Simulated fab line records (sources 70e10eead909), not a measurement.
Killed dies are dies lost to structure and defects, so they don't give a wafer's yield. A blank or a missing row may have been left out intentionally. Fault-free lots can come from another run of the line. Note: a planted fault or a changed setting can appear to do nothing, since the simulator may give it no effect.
The tool behind it: which one? | flow nand-harc | route of 1302 steps, sampled at 1 step: 7 lots, 21 wafers

WHAT EACH GAUGE READ, for each wafer
NHARC_A_SOURCE_PLATE_INSPECT_08.
lot  | measured     | on                | raw-defect-count
L701 | day 8 12:27  | defect-inspect-01 | 57 80 52
L704 | day 9 19:13  | defect-inspect-02 | 49 21 69
L707 | day 10 18:41 | defect-inspect-01 | 51 84 67
L709 | day 11 17:59 | defect-inspect-01 | 68 58 27
L716 | day 15 02:43 | defect-inspect-02 | 61 45 59
L718 | day 15 13:56 | defect-inspect-01 | 32 33 47
L722 | day 17 03:45 | defect-inspect-02 | 67 36 83

WHAT TOOL EACH LOT RAN ON (gives the tool, then ch and the chambers of the sampled wafers, and finally the start)
The record holds no process step before these readings.

THE ANSWER, worked out from the rows above alone
Rule: the lots themselves supply what counts as usual. Put in order of their means at a reading, lots are off if they are a third of the lots or fewer, leave a main group of 4 or more, and stand apart from it by a gap of 3 or more times the standard deviation of the main group's means; of several such gaps the widest counts. Not used: any main group whose means are identical at the precision the tables above print for the reading. Also off: a lot with no number at a reading for which 4 or more lots have one. Where the step has rows for the other lots, those lots are counted as sound.
None of the lots is off at any reading shown; this tells nothing.

WHAT HAD BEEN PUT IN BY THE SIMULATOR
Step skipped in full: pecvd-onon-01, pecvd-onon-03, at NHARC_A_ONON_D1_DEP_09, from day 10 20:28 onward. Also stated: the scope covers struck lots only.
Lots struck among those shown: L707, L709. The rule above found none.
